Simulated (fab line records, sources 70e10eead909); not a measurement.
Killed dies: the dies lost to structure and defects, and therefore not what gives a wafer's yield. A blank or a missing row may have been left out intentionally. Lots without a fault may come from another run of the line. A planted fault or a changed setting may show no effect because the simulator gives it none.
Which of the tools did it? || flow nand harc || 12 lots with 36 wafers sampled at 6 steps, on a route of 1302 steps

== WHAT THE GAUGES SHOWED, per wafer ==
NHARC_P_GATE_CD_MEAS_26 targets a cd of 120 nm. Usual: cd nm reads 120.0 nm (standard deviation 0.47).
{"lot": "L872", "measured": "day 5 06:17", "on": "cd sem-01", "cd nm (nm)": "120.4 120.3 120.4", "flag": ""}
{"lot": "L874", "measured": "day 5 19:08", "on": "cd sem-02", "cd nm (nm)": "120.1 119.9 120.1", "flag": ""}
{"lot": "L879", "measured": "day 7 19:55", "on": "cd sem-03", "cd nm (nm)": "119.9 119.7 119.9", "flag": ""}
{"lot": "L880", "measured": "day 8 12:14", "on": "cd sem-01", "cd nm (nm)": "120.1 120.0 120.4", "flag": ""}
{"lot": "L881", "measured": "day 8 22:07", "on": "cd sem-02", "cd nm (nm)": "120.1 119.7 119.8", "flag": ""}
{"lot": "L882", "measured": "day 8 21:58", "on": "cd sem-02", "cd nm (nm)": "120.3 120.0 120.4", "flag": ""}
{"lot": "L884", "measured": "day 9 23:40", "on": "cd sem-01", "cd nm (nm)": "120.3 119.9 119.8", "flag": ""}
{"lot": "L885", "measured": "day 10 11:47", "on": "cd sem-01", "cd nm (nm)": "130.4 130.3 130.2", "flag": "OFF"}
{"lot": "L887", "measured": "day 11 02:47", "on": "cd sem-02", "cd nm (nm)": "129.4 129.8 129.5", "flag": "OFF"}
{"lot": "L893", "measured": "day 13 15:13", "on": "cd sem-02", "cd nm (nm)": "120.4 120.2 120.5", "flag": ""}
{"lot": "L894", "measured": "day 14 10:57", "on": "cd sem-03", "cd nm (nm)": "121.7 121.4 121.0", "flag": ""}
{"lot": "L895", "measured": "day 14 18:37", "on": "cd sem-01", "cd nm (nm)": "120.5 119.8 120.6", "flag": ""}

NHARC_END_SORT_01. Usual: killed at array 56, standard deviation 19; killed at other 1.0, standard deviation 1.5; killed at periphery 3.4, standard deviation 2.4; killed dies 60, standard deviation 19; killed open 3.3, standard deviation 1.8; killed short 2.4, standard deviation 1.7.
{"lot": "L880", "measured": "day 28 04:40", "on": "prober-01", "killed at array": "49 51 38", "killed at other": "1 0 0", "killed at periphery": "6 10 7", "killed dies": "56 61 45", "killed open": "2 6 1", "killed short": "2 3 2", "flag": ""}
{"lot": "L884", "measured": "day 28 13:17", "on": "prober-01", "killed at array": "50 52 46", "killed at other": "0 0 0", "killed at periphery": "3 3 3", "killed dies": "53 55 49", "killed open": "4 2 3", "killed short": "7 4 4", "flag": ""}
{"lot": "L887", "measured": "day 30 01:36", "on": "prober-02", "killed at array": "55 46 54", "killed at other": "0 0 0", "killed at periphery": "3 2 2", "killed dies": "58 48 56", "killed open": "2 3 2", "killed short": "4 0 5", "flag": ""}

== EACH LOT AND THE TOOL THAT RAN IT (in order: tool; ch and the chambers of the sampled wafers; start) ==
{"lot": "L872", "NHARC_P_STI_ETCH_15": "rie si-06 ch 1,2,3, day 3 03:04", "NHARC_P_GATE_PEB_24": "litho track-06 ch 0, day 5 06:12", "NHARC_P_GATE_ETCH_104": "rie diel-09 ch 0,2,3, day 5 06:33", "NHARC_P_GATE_HM_OPEN_105": "rie diel-09 ch 0,2,3, no start"}
{"lot": "L874", "NHARC_P_STI_ETCH_15": "rie si-04 ch 1,2,3, day 3 16:23", "NHARC_P_GATE_PEB_24": "litho track-06 ch 0, day 5 19:04", "NHARC_P_GATE_ETCH_104": "rie diel-09 ch 0,2,3, day 5 19:25", "NHARC_P_GATE_HM_OPEN_105": "rie diel-09 ch 0,1,2, no start"}
{"lot": "L879", "NHARC_P_STI_ETCH_15": "rie si-05 ch 2,3, day 5 19:03", "NHARC_P_GATE_PEB_24": "litho track-01 ch 0, day 7 19:50", "NHARC_P_GATE_ETCH_104": "rie diel-09 ch 0,3, day 7 20:12", "NHARC_P_GATE_HM_OPEN_105": "rie diel-09 ch 1,2, no start"}
{"lot": "L880", "NHARC_P_STI_ETCH_15": "rie si-04 ch 0,1,3, day 6 03:34", "NHARC_P_GATE_PEB_24": "litho track-01 ch 0, day 8 12:10", "NHARC_P_GATE_ETCH_104": "rie diel-13 ch 0,3, day 8 12:31", "NHARC_P_GATE_HM_OPEN_105": "rie diel-13 ch 2,3, day 28 04:40 or earlier"}
{"lot": "L881", "NHARC_P_STI_ETCH_15": "rie si-06 ch 1,2,3, day 6 14:40", "NHARC_P_GATE_PEB_24": "litho track-04 ch 0, day 8 22:02", "NHARC_P_GATE_ETCH_104": "rie diel-13 ch 1,2,3, day 8 22:23", "NHARC_P_GATE_HM_OPEN_105": "rie diel-13 ch 0,2,3, no start"}
{"lot": "L882", "NHARC_P_STI_ETCH_15": "rie si-04 ch 0,1,2, day 6 23:27", "NHARC_P_GATE_PEB_24": "litho track-06 ch 0, day 8 21:53", "NHARC_P_GATE_ETCH_104": "rie diel-02 ch 2,3, day 8 22:14", "NHARC_P_GATE_HM_OPEN_105": "rie diel-02 ch 0,1,2, no start"}
{"lot": "L884", "NHARC_P_STI_ETCH_15": "rie si-05 ch 1,3, day 7 22:51", "NHARC_P_GATE_PEB_24": "litho track-04 ch 0, day 9 23:35", "NHARC_P_GATE_ETCH_104": "rie diel-09 ch 0,2, day 9 23:56", "NHARC_P_GATE_HM_OPEN_105": "rie diel-09 ch 1,2,3, day 28 13:17 or earlier"}
{"lot": "L885", "NHARC_P_STI_ETCH_15": "rie si-04 ch 0,1,3, day 8 07:18", "NHARC_P_GATE_PEB_24": "litho track-04 ch 0, day 10 11:42", "NHARC_P_GATE_ETCH_104": "rie diel-13 ch 1,2,3, day 10 12:03", "NHARC_P_GATE_HM_OPEN_105": "rie diel-13 ch 0,1,3, no start"}
{"lot": "L887", "NHARC_P_STI_ETCH_15": "rie si-05 ch 0,1,3, day 9 01:23", "NHARC_P_GATE_PEB_24": "litho track-04 ch 0, day 11 02:42", "NHARC_P_GATE_ETCH_104": "rie diel-13 ch 1,2, day 11 03:03", "NHARC_P_GATE_HM_OPEN_105": "rie diel-13 ch 2,3, day 30 01:36 or earlier"}
{"lot": "L893", "NHARC_P_STI_ETCH_15": "rie si-05 ch 0,1,3, day 11 14:22", "NHARC_P_GATE_PEB_24": "litho track-06 ch 0, day 13 15:08", "NHARC_P_GATE_ETCH_104": "rie diel-02 ch 1,3, day 13 15:30", "NHARC_P_GATE_HM_OPEN_105": "rie diel-02 ch 0,1,2, no start"}
{"lot": "L894", "NHARC_P_STI_ETCH_15": "rie si-04 ch 2,3, day 12 02:29", "NHARC_P_GATE_PEB_24": "litho track-01 ch 0, day 14 10:52", "NHARC_P_GATE_ETCH_104": "rie diel-02 ch 0,1,3, day 14 11:35", "NHARC_P_GATE_HM_OPEN_105": "rie diel-02 ch 0,3, no start"}
{"lot": "L895", "NHARC_P_STI_ETCH_15": "rie si-05 ch 0,1,2, day 12 12:32", "NHARC_P_GATE_PEB_24": "litho track-04 ch 0, day 14 18:32", "NHARC_P_GATE_ETCH_104": "rie diel-09 ch 0,2, day 14 18:53", "NHARC_P_GATE_HM_OPEN_105": "rie diel-09 ch 0,2,3, no start"}
- NHARC_P_STI_ETCH_15: etches the open film in HBr/Cl2, target depth 300 nm, time 100.1 s.
- NHARC_P_GATE_PEB_24: peb time 65 s.
- NHARC_P_GATE_ETCH_104: etches the open film in CF4/CHF3, target depth 60 nm.
- NHARC_P_GATE_HM_OPEN_105: chemistry O2/COS, target depth 360 nm.

== WHAT THE TOOLS THEMSELVES READ (means of the sampled wafers that have a number; where no wafer has one, the mark that the record gives instead) ==
NHARC_P_STI_ETCH_15. Usual: drypump motor current A 5.9 A, standard deviation 0.48; oes product au 1.000 a.u., standard deviation 0.0072; throttle valve pct 26.405 %, standard deviation 0.0085.
{"lot": "L872", "tool": "rie si-06", "drypump motor current A (A)": 5.6, "oes product au (a.u.)": 0.998, "throttle valve pct (%)": 26.410, "flag": ""}
{"lot": "L874", "tool": "rie si-04", "drypump motor current A (A)": 6.4, "oes product au (a.u.)": 1.002, "throttle valve pct (%)": 26.409, "flag": ""}
{"lot": "L879", "tool": "rie si-05", "drypump motor current A (A)": 5.4, "oes product au (a.u.)": 0.990, "throttle valve pct (%)": 26.402, "flag": ""}
{"lot": "L880", "tool": "rie si-04", "drypump motor current A (A)": 6.1, "oes product au (a.u.)": 1.007, "throttle valve pct (%)": 26.410, "flag": ""}
{"lot": "L881", "tool": "rie si-06", "drypump motor current A (A)": 5.6, "oes product au (a.u.)": 0.999, "throttle valve pct (%)": 26.399, "flag": ""}
{"lot": "L882", "tool": "rie si-04", "drypump motor current A (A)": 6.0, "oes product au (a.u.)": 0.997, "throttle valve pct (%)": 26.405, "flag": ""}
{"lot": "L884", "tool": "rie si-05", "drypump motor current A (A)": 5.8, "oes product au (a.u.)": 0.994, "throttle valve pct (%)": 26.406, "flag": ""}
{"lot": "L885", "tool": "rie si-04", "drypump motor current A (A)": 6.1, "oes product au (a.u.)": 1.008, "throttle valve pct (%)": 26.406, "flag": ""}
{"lot": "L887", "tool": "rie si-05", "drypump motor current A (A)": 6.0, "oes product au (a.u.)": 0.996, "throttle valve pct (%)": 26.404, "flag": ""}
{"lot": "L893", "tool": "rie si-05", "drypump motor current A (A)": 6.0, "oes product au (a.u.)": 0.995, "throttle valve pct (%)": 26.405, "flag": ""}
{"lot": "L894", "tool": "rie si-04", "drypump motor current A (A)": 6.2, "oes product au (a.u.)": 0.988, "throttle valve pct (%)": 26.403, "flag": ""}
{"lot": "L895", "tool": "rie si-05", "drypump motor current A (A)": 5.9, "oes product au (a.u.)": 0.995, "throttle valve pct (%)": 26.394, "flag": ""}

NHARC_P_GATE_PEB_24. Usual: heater power total W reads 156.6 W (standard deviation 0.43).
{"lot": "L872", "tool": "litho track-06", "heater power total W (W)": 156.5, "flag": ""}
{"lot": "L874", "tool": "litho track-06", "heater power total W (W)": 156.4, "flag": ""}
{"lot": "L879", "tool": "litho track-01", "heater power total W (W)": 156.4, "flag": ""}
{"lot": "L880", "tool": "litho track-01", "heater power total W (W)": 156.6, "flag": ""}
{"lot": "L881", "tool": "litho track-04", "heater power total W (W)": 156.2, "flag": ""}
{"lot": "L882", "tool": "litho track-06", "heater power total W (W)": 156.5, "flag": ""}
{"lot": "L884", "tool": "litho track-04", "heater power total W (W)": 156.8, "flag": ""}
{"lot": "L885", "tool": "litho track-04", "heater power total W (W)": 181.5, "flag": "OFF"}
{"lot": "L887", "tool": "litho track-04", "heater power total W (W)": 181.1, "flag": "OFF"}
{"lot": "L893", "tool": "litho track-06", "heater power total W (W)": 156.5, "flag": ""}
{"lot": "L894", "tool": "litho track-01", "heater power total W (W)": 156.8, "flag": ""}
{"lot": "L895", "tool": "litho track-04", "heater power total W (W)": 156.5, "flag": ""}

NHARC_P_GATE_ETCH_104. Usual: cf4 flow sccm 100.05 sccm, standard deviation 0.27; drypump motor current A 5.8 A, standard deviation 0.45; oes product au 0.954 a.u., standard deviation 0.023; rf vpp V 371.3 V, standard deviation 2.5; showerhead plenum p Torr 1.59 Torr, standard deviation 0.072; throttle valve pct 16.802 %, standard deviation 0.0085.
{"lot": "L872", "tool": "rie diel-09", "cf4 flow sccm (sccm)": 100.07, "drypump motor current A (A)": 5.8, "oes product au (a.u.)": 0.931, "rf vpp V (V)": 370.2, "showerhead plenum p Torr (Torr)": 1.60, "throttle valve pct (%)": 16.809, "flag": ""}
{"lot": "L874", "tool": "rie diel-09", "cf4 flow sccm (sccm)": 99.88, "drypump motor current A (A)": 5.9, "oes product au (a.u.)": 0.971, "rf vpp V (V)": 371.6, "showerhead plenum p Torr (Torr)": 1.60, "throttle valve pct (%)": 16.804, "flag": ""}
{"lot": "L879", "tool": "rie diel-09", "cf4 flow sccm (sccm)": 99.79, "drypump motor current A (A)": 6.2, "oes product au (a.u.)": 0.966, "rf vpp V (V)": 373.6, "showerhead plenum p Torr (Torr)": 1.66, "throttle valve pct (%)": 16.807, "flag": ""}
{"lot": "L880", "tool": "rie diel-13", "cf4 flow sccm (sccm)": 100.17, "drypump motor current A (A)": 6.1, "oes product au (a.u.)": 0.987, "rf vpp V (V)": 372.8, "showerhead plenum p Torr (Torr)": 1.66, "throttle valve pct (%)": 16.800, "flag": ""}
{"lot": "L881", "tool": "rie diel-13", "cf4 flow sccm (sccm)": 99.92, "drypump motor current A (A)": 6.1, "oes product au (a.u.)": 0.933, "rf vpp V (V)": 370.9, "showerhead plenum p Torr (Torr)": 1.60, "throttle valve pct (%)": 16.798, "flag": ""}
{"lot": "L882", "tool": "rie diel-02", "cf4 flow sccm (sccm)": 100.28, "drypump motor current A (A)": 5.6, "oes product au (a.u.)": 0.968, "rf vpp V (V)": 369.8, "showerhead plenum p Torr (Torr)": 1.55, "throttle valve pct (%)": 16.800, "flag": ""}
{"lot": "L884", "tool": "rie diel-09", "cf4 flow sccm (sccm)": 100.09, "drypump motor current A (A)": 5.6, "oes product au (a.u.)": 0.967, "rf vpp V (V)": 370.2, "showerhead plenum p Torr (Torr)": 1.55, "throttle valve pct (%)": 16.803, "flag": ""}
{"lot": "L885", "tool": "rie diel-13", "cf4 flow sccm (sccm)": 100.21, "drypump motor current A (A)": 6.1, "oes product au (a.u.)": 0.931, "rf vpp V (V)": 371.5, "showerhead plenum p Torr (Torr)": 1.60, "throttle valve pct (%)": 16.803, "flag": ""}
{"lot": "L887", "tool": "rie diel-13", "cf4 flow sccm (sccm)": 100.33, "drypump motor current A (A)": 6.1, "oes product au (a.u.)": 0.928, "rf vpp V (V)": 370.8, "showerhead plenum p Torr (Torr)": 1.56, "throttle valve pct (%)": 16.799, "flag": ""}
{"lot": "L893", "tool": "rie diel-02", "cf4 flow sccm (sccm)": 100.15, "drypump motor current A (A)": 5.2, "oes product au (a.u.)": 0.932, "rf vpp V (V)": 370.1, "showerhead plenum p Torr (Torr)": 1.55, "throttle valve pct (%)": 16.800, "flag": ""}
{"lot": "L894", "tool": "rie diel-02", "cf4 flow sccm (sccm)": 100.09, "drypump motor current A (A)": 5.2, "oes product au (a.u.)": 0.974, "rf vpp V (V)": 370.2, "showerhead plenum p Torr (Torr)": 1.56, "throttle valve pct (%)": 16.801, "flag": ""}
{"lot": "L895", "tool": "rie diel-09", "cf4 flow sccm (sccm)": 100.02, "drypump motor current A (A)": 5.7, "oes product au (a.u.)": 0.980, "rf vpp V (V)": 370.0, "showerhead plenum p Torr (Torr)": 1.55, "throttle valve pct (%)": 16.801, "flag": ""}

NHARC_P_GATE_HM_OPEN_105. Usual: drypump motor current A 5.8 A, standard deviation 0.46; oes product au 1.004 a.u., standard deviation 0.007; rf vpp V 468 V, standard deviation 3.1; showerhead plenum p Torr 3.16 Torr, standard deviation 0.14; throttle valve pct 28.331 %, standard deviation 0.0097.
{"lot": "L872", "tool": "rie diel-09", "drypump motor current A (A)": 5.9, "oes product au (a.u.)": 1.000, "rf vpp V (V)": 469, "showerhead plenum p Torr (Torr)": 3.17, "throttle valve pct (%)": 28.322, "flag": ""}
{"lot": "L874", "tool": "rie diel-09", "drypump motor current A (A)": 5.9, "oes product au (a.u.)": 1.000, "rf vpp V (V)": 468, "showerhead plenum p Torr (Torr)": 3.13, "throttle valve pct (%)": 28.330, "flag": ""}
{"lot": "L879", "tool": "rie diel-09", "drypump motor current A (A)": 5.9, "oes product au (a.u.)": 1.002, "rf vpp V (V)": 466, "showerhead plenum p Torr (Torr)": 3.05, "throttle valve pct (%)": 28.332, "flag": ""}
{"lot": "L880", "tool": "rie diel-13", "drypump motor current A (A)": 5.9, "oes product au (a.u.)": 1.013, "rf vpp V (V)": 469, "showerhead plenum p Torr (Torr)": 3.23, "throttle valve pct (%)": 28.328, "flag": ""}
{"lot": "L881", "tool": "rie diel-13", "drypump motor current A (A)": 6.0, "oes product au (a.u.)": 1.012, "rf vpp V (V)": 470, "showerhead plenum p Torr (Torr)": 3.25, "throttle valve pct (%)": 28.330, "flag": ""}
{"lot": "L882", "tool": "rie diel-02", "drypump motor current A (A)": 5.5, "oes product au (a.u.)": 0.998, "rf vpp V (V)": 469, "showerhead plenum p Torr (Torr)": 3.22, "throttle valve pct (%)": 28.328, "flag": ""}
{"lot": "L884", "tool": "rie diel-09", "drypump motor current A (A)": 5.9, "oes product au (a.u.)": 1.005, "rf vpp V (V)": 466, "showerhead plenum p Torr (Torr)": 3.09, "throttle valve pct (%)": 28.333, "flag": ""}
{"lot": "L885", "tool": "rie diel-13", "drypump motor current A (A)": 6.2, "oes product au (a.u.)": 1.012, "rf vpp V (V)": 470, "showerhead plenum p Torr (Torr)": 3.20, "throttle valve pct (%)": 28.335, "flag": ""}
{"lot": "L887", "tool": "rie diel-13", "drypump motor current A (A)": 6.0, "oes product au (a.u.)": 1.017, "rf vpp V (V)": 470, "showerhead plenum p Torr (Torr)": 3.26, "throttle valve pct (%)": 28.334, "flag": ""}
{"lot": "L893", "tool": "rie diel-02", "drypump motor current A (A)": 5.5, "oes product au (a.u.)": 1.002, "rf vpp V (V)": 470, "showerhead plenum p Torr (Torr)": 3.22, "throttle valve pct (%)": 28.328, "flag": ""}
{"lot": "L894", "tool": "rie diel-02", "drypump motor current A (A)": 5.2, "oes product au (a.u.)": 0.998, "rf vpp V (V)": 465, "showerhead plenum p Torr (Torr)": 3.00, "throttle valve pct (%)": 28.324, "flag": ""}
{"lot": "L895", "tool": "rie diel-09", "drypump motor current A (A)": 5.9, "oes product au (a.u.)": 1.003, "rf vpp V (V)": 467, "showerhead plenum p Torr (Torr)": 3.16, "throttle valve pct (%)": 28.329, "flag": ""}

== THE ANSWER, worked out from the rows above alone ==
Rule: lot off if the mean of its wafers having a number is beyond 3 standard deviations from the usual mean. A lot without any number at a reading at which 4 lots or more have one is off too. Any other lot the step has rows for is counted as sound. The gauges are gone through in route order, then the tools' own readings, and for those a lot's mean is taken as printed above. The first step at which some lot is off is used, and at that step the reading that is off furthest; a lot without a number counts as furthest.
Off: L885, L887, at NHARC_P_GATE_CD_MEAS_26 (cd nm).
If a tool, at a process step before that reading, ran all the lots that are off and no sound lot after the first of them, it fits. The gauges at NHARC_P_GATE_CD_MEAS_26 aren't tried: what is off there is off at NHARC_P_GATE_PEB_24 too, on other tools, and a gauge's error can't cause that. No candidate that was tried fits.

== WHAT THE SIMULATOR PUT IN ==
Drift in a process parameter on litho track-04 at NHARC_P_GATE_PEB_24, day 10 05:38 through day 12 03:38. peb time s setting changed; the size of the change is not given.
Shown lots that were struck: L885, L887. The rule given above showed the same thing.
